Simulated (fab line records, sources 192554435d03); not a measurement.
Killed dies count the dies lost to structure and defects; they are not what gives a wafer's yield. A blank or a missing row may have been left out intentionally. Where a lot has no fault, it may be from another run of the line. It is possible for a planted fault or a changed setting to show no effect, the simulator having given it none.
Split-lot trial | flow n5Finfet | 7 lots, 39 wafers read, on a route of 1938 steps

== ON THE SPLIT ==
At N5_MOL_CONTACT_COAG_ETCH_110 (etches Si in CF4/O2, target depth 2.5 nm, time 8 s), the setting sourceW was moved away from the recipe's 200 W on 18 of the 39 wafers read, by -18.1% to +13.5%. All remaining wafers had this setting at the recipe value.

The reading is taken at the split's own step.

== THE READING ==
rfVppV, in V, at N5_MOL_CONTACT_COAG_ETCH_110 (etches Si in CF4/O2, target depth 2.5 nm, time 8 s). A value of 127.2 V with a standard deviation of 1.5 V is what fault-free wafers of this fab line usually give.

wafer  | tool, chamber at the split | sourceW as run, W | against the recipe | rfVppV, V | against lot-mates on the recipe
L076.3 | rieDiel-02, 0              | 200               | recipe             | 126.0     | -
L076.4 | rieDiel-02, 2              | 200               | recipe             | 129.0     | -
L076.6 | rieDiel-02, 2              | 200               | recipe             | 130.4     | -
L077.1 | rieDiel-05, 2              | 200               | recipe             | 127.2     | -
L077.2 | rieDiel-05, 0              | 200               | recipe             | 129.0     | -
L077.3 | rieDiel-05, 3              | 214               | +7.0%              | 121.2     | -6.1
L077.4 | rieDiel-05, 1              | 214               | +7.0%              | 122.4     | -4.9
L077.5 | rieDiel-05, 2              | 214               | +7.0%              | 121.8     | -5.5
L077.6 | rieDiel-05, 1              | 200               | recipe             | 125.7     | -
L082.1 | rieDiel-02, 1              | 200               | recipe             | 126.0     | -
L082.2 | rieDiel-02, 2              | 200               | recipe             | 129.5     | -
L082.3 | rieDiel-02, 0              | 163.8             | -18.1%             | 144.2     | +17.3
L082.4 | rieDiel-02, 2              | 163.8             | -18.1%             | 146.8     | +19.9
L082.5 | rieDiel-02, 1              | 163.8             | -18.1%             | 143.7     | +16.8
L082.6 | rieDiel-02, 0              | 200               | recipe             | 125.3     | -
L083.1 | rieDiel-06, 3              | 200               | recipe             | 128.4     | -
L083.2 | rieDiel-06, 1              | 226.9             | +13.5%             | 117.4     | -11.6
L083.3 | rieDiel-06, 0              | 200               | recipe             | 129.4     | -
L083.4 | rieDiel-06, 0              | 226.9             | +13.5%             | 117.9     | -11.1
L083.5 | rieDiel-06, 1              | 200               | recipe             | 129.1     | -
L083.6 | rieDiel-06, 3              | 226.9             | +13.5%             | 118.4     | -10.6
L093.1 | rieDiel-02, 2              | 200               | recipe             | 129.6     | -
L093.2 | rieDiel-02, 3              | 181.6             | -9.2%              | 135.0     | +7.1
L093.3 | rieDiel-02, 0              | 181.6             | -9.2%              | 133.5     | +5.6
L093.4 | rieDiel-02, 1              | 200               | recipe             | 127.8     | -
L093.5 | rieDiel-02, 1              | 181.6             | -9.2%              | 132.8     | +4.9
L093.6 | rieDiel-02, 0              | 200               | recipe             | 126.3     | -
L094.1 | rieDiel-02, 3              | 200               | recipe             | 125.9     | -
L094.2 | rieDiel-02, 0              | 185.1             | -7.5%              | 132.7     | +6.2
L094.3 | rieDiel-02, 1              | 200               | recipe             | 127.1     | -
L094.4 | rieDiel-02, 2              | 185.1             | -7.5%              | 134.8     | +8.3
L094.5 | rieDiel-02, 3              | 200               | recipe             | 126.4     | -
L094.6 | rieDiel-02, 0              | 185.1             | -7.5%              | 132.0     | +5.5
L097.1 | rieDiel-05, 0              | 200               | recipe             | 126.7     | -
L097.2 | rieDiel-05, 2              | 216.6             | +8.3%              | 120.9     | -6.1
L097.3 | rieDiel-05, 1              | 216.6             | +8.3%              | 122.1     | -4.9
L097.4 | rieDiel-05, 3              | 200               | recipe             | 126.0     | -
L097.5 | rieDiel-05, 0              | 216.6             | +8.3%              | 120.9     | -6.1
L097.6 | rieDiel-05, 1              | 200               | recipe             | 128.4     | -

FIT RESULTS
A straight line over all 39 wafers: rfVppV changes by -0.827 V for each +1% of sourceW; r = -0.97; the points scatter about the line by 1.6 V.
The same after taking each lot's own level away (the mean of its wafers on the recipe; 39 wafers): -0.864 V for each +1%; r = -0.98; scatter 1.5 V.
Per that fit: largest sourceW move, reading shift of 16 V.
Across the lots, their own levels run from 126.47 to 128.97 V, a range of 1.7 times the standard deviation given above.
Consequently the slope shifts little with the lot-to-lot level, the two slopes agreeing.
Check: with one of the wafers moved furthest among these (-18.1%) left out of the fit, the line predicts +15.6 V for it against its lot-mates. It came out at +17.3 V against them.
Tool readings at the split's step, against how far the setting was moved: rfVppV r = -0.97.

== THE OTHER SPLITS THESE WAFERS WENT THROUGH ==
Note: prior to the reading, these wafers also went through further splits. Each is held against what the fit with the lots' levels taken away leaves over:
other split on the same wafers       | wafers away from the commonest value | r with rfVppV (lot level and that fit taken away)
N5_PMOS_HMC_CHANNEL_EPI_EPI_20 tempC | 12                                   | +0.29
N5_DUMMY_GATE_ETCH_37 sourceW        | 18                                   | -0.25
N5_SD_EPI_N_ETCH_35 timeS            | 12                                   | +0.19

== THE WHOLE CHAIN: every reading that the file lists as answering this split, in the file's order ==
step                         | what it does                                       | reading                                                       | change (the file's fit)                | r (the file's)
N5_MOL_CONTACT_COAG_ETCH_110 | etches Si in CF4/O2, target depth 2.5 nm, time 8 s | rfVppV                                                        | -0.867 V for each +1% of the setting   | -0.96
N5_MOL_CONTACT_COAG_ETCH_110 | etches Si in CF4/O2, target depth 2.5 nm, time 8 s | etch.depthNm (the simulator's own value, which no gauge read) | +0.0217 nm for each +1% of the setting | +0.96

== FILE'S OWN FIT ==
rfVppV changes by -0.867 V for each +1% of sourceW, r = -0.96.
